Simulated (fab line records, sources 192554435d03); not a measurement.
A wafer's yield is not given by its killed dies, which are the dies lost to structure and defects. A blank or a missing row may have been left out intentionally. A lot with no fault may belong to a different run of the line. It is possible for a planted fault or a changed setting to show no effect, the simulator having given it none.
8D (eight disciplines) problem report, filled in by code / flow n5 finfet / the parts of the form that need people (team, actions taken, sign-off) are left out

## 1. THE ISSUE
cd nm at N5_PASSIVATION_CD_MEAS_10 reads a mean of 3015.9 nm on 2 wafers of 2 lots; wafers without a fault read 3001.2 nm with a standard deviation of 2.1. Relative to the usual mean, that is a shift of +7.0 standard deviations.
The step: target cd 3000 nm.
Seen first at day 16 22:16 on cd sem-03, wafer L745.5. The record has a number at this step for 17 wafers belonging to 6 lots. Rule for "out" (also "out of limits"): further than 4 standard deviations from the usual mean. The other wafers with a number count as sound.

## 2. WHAT THIS IS AND IS NOT
question=which readings at this step | is=cd nm | is not=-
question=which lots | is=L745, L746 | is not=L733, L738, L740, L755
question=which wafers of those lots | is=L745.5, L746.4 | is not=L745.1, L745.6, L746.6
question=read on which gauges | is=cd sem-03 | is not=-
question=when | is=from day 16 22:16 | is not=up to then (11 sound wafers); but 4 sound wafers of L746, L755 came after

## 3. WHAT RULES OUT EACH SUSPECT
Counting: any tool at a process step up to the reading remains a suspect provided it ran every lot that is out. Sound lots after the first of them don't rule it out here, since some wafers of a struck lot are sound.
- the gauge at N5_PASSIVATION_CD_MEAS_10: kept. All the wafers that are out were read on cd sem-03, and no step on other tools shows them out.
- rie diel-03 at N5_MIM_BOT_ETCH_STRIP_01 (strips in O2): kept. It ran every lot that is out, first L745 (day 16 21:15).
- pecvd-03 at N5_PASSIVATION_PECVD_55 (deposits SiO2 from SiH4/N2O, target thk 400 nm, time 22.5 s): kept. It ran every lot that is out, first L745 (day 16 21:45).
- pecvd-03 at N5_PASSIVATION_PECVD_01 (deposits SiNx from SiH4/NH3/N2, target thk 200 nm, time 43.2 s): kept. It ran every lot that is out, first L745 (day 16 21:47).
- krf scanner-02 at N5_PASSIVATION_EXPOSE_07 (exposes mask TV, defocus 0 nm, target cd 3000 nm): kept. It processed each lot that is out (first: L745, day 16 22:05); up to then, its last sound lot is L738 (day 15 03:20).
Left after counting: rie diel-03 at N5_MIM_BOT_ETCH_STRIP_01, pecvd-03 at N5_PASSIVATION_PECVD_55, pecvd-03 at N5_PASSIVATION_PECVD_01, krf scanner-02 at N5_PASSIVATION_EXPOSE_07, cd sem-03 at N5_PASSIVATION_CD_MEAS_10.

## 4. THE CAUSE (what the simulator had put in)
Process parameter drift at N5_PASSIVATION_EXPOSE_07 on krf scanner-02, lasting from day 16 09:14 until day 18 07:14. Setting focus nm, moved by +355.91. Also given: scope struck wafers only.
Counting left 5 suspects, and this tool is among them.

## 5. SEQUENCE OF EFFECTS, ordered by route
Rows list readings where the struck wafers' mean (over those with a number) sits beyond 3 standard deviations from the usual. Only readings for which the record gives a usual standard deviation are gone through. hours: the time from each lot's start at the first step in this table that gives one to its start at this step, as a median over the lots. sigmas: the change in usual standard deviations.
hours=0; step=N5_PASSIVATION_CD_MEAS_10; reading=cd nm; usual=3001.2 nm; on struck wafers=3015.9; change=+14.7; sigmas=+7.0
Later measuring or inspecting steps at which every struck wafer that the step has a row for has a number for every such reading, and none has moved that far: N5_PASSIVATION_OVL_MEAS_60.

## 6. WHAT WOULD HAVE CAUGHT IT SOONER
Counted from the fault's start at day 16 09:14, it took 13 hours until the first out-of-limits reading at a measuring or inspecting step in this record, taken at day 16 22:16.
No tool reading at N5_PASSIVATION_EXPOSE_07 that has a usual standard deviation in the record was out on any struck wafer, so an alarm limit of 4 standard deviations on those readings would not have fired.
Lots out: 2; of these, L746 started N5_PASSIVATION_EXPOSE_07 on krf scanner-02 after day 16 22:16. Putting the tool on hold at that point would have spared it.
